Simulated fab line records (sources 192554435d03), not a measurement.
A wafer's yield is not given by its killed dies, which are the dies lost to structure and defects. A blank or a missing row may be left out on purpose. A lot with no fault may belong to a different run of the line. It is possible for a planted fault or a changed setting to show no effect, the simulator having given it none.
Matching of chambers / flow n5Finfet / N5_BEOL_M1_STRIP_19 on rieDiel-03 has 4 sister chambers
The step strips in O2. 8 wafers are shown with their chamber, then 11 later ones without.

## WAFERS, EACH WITH ITS CHAMBER
wafer=L081.2; chamber=1; drypumpMotorCurrentA (A)=4.7; showerheadPlenumPTorr (Torr)=2.14
wafer=L083.2; chamber=3; drypumpMotorCurrentA (A)=6.2; showerheadPlenumPTorr (Torr)=2.03
wafer=L085.3; chamber=3; drypumpMotorCurrentA (A)=6.2; showerheadPlenumPTorr (Torr)=2.03
wafer=L085.5; chamber=0; drypumpMotorCurrentA (A)=6.1; showerheadPlenumPTorr (Torr)=2.01
wafer=L086.2; chamber=0; drypumpMotorCurrentA (A)=6.1; showerheadPlenumPTorr (Torr)=2.00
wafer=L086.3; chamber=2; drypumpMotorCurrentA (A)=6.2; showerheadPlenumPTorr (Torr)=2.00
wafer=L086.6; chamber=1; drypumpMotorCurrentA (A)=4.8; showerheadPlenumPTorr (Torr)=2.14
wafer=L088.1; chamber=2; drypumpMotorCurrentA (A)=6.2; showerheadPlenumPTorr (Torr)=2.00

## WAFERS MISSING THEIR CHAMBER
wafer=L088.4; drypumpMotorCurrentA (A)=6.2; showerheadPlenumPTorr (Torr)=2.02
wafer=L088.6; drypumpMotorCurrentA (A)=6.2; showerheadPlenumPTorr (Torr)=2.00
wafer=L092.1; drypumpMotorCurrentA (A)=6.1; showerheadPlenumPTorr (Torr)=2.00
wafer=L092.2; drypumpMotorCurrentA (A)=6.2; showerheadPlenumPTorr (Torr)=2.02
wafer=L092.4; drypumpMotorCurrentA (A)=4.7; showerheadPlenumPTorr (Torr)=2.14
wafer=L094.1; drypumpMotorCurrentA (A)=6.1; showerheadPlenumPTorr (Torr)=2.00
wafer=L094.5; drypumpMotorCurrentA (A)=4.7; showerheadPlenumPTorr (Torr)=2.14
wafer=L094.6; drypumpMotorCurrentA (A)=6.2; showerheadPlenumPTorr (Torr)=2.00
wafer=L095.3; drypumpMotorCurrentA (A)=6.2; showerheadPlenumPTorr (Torr)=2.00
wafer=L095.4; drypumpMotorCurrentA (A)=4.7; showerheadPlenumPTorr (Torr)=2.14
wafer=L095.6; drypumpMotorCurrentA (A)=6.2; showerheadPlenumPTorr (Torr)=2.02

## EACH ONE'S CHAMBER
wafer=L088.4; from the rows above=3; in truth=3
wafer=L088.6; from the rows above=2; in truth=2
wafer=L092.1; from the rows above=can't be placed: 0 or 2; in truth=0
wafer=L092.2; from the rows above=3; in truth=3
wafer=L092.4; from the rows above=1; in truth=1
wafer=L094.1; from the rows above=can't be placed: 0 or 2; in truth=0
wafer=L094.5; from the rows above=1; in truth=1
wafer=L094.6; from the rows above=2; in truth=2
wafer=L095.3; from the rows above=2; in truth=2
wafer=L095.4; from the rows above=1; in truth=1
wafer=L095.6; from the rows above=3; in truth=3
Placed correctly: 9 of 11. Unplaceable from these rows: 2, with the true chamber sitting among the candidates in 2. Number placed wrongly: 0.
How it was worked out, from the rows above alone: a wafer's distance from a chamber is the root of the sum, over the readings, of the square of ((its reading less the chamber's mean) divided by the reading's scatter). The wafer belongs to the nearest chamber; if the next one is less than 2 further off, it can't be placed. The mean given for a chamber averages the wafers shown for that chamber. The scatter: take each reading less its chamber's mean, square it, sum over the shown wafers, divide by the number of wafers less the number of chambers, and take the root.
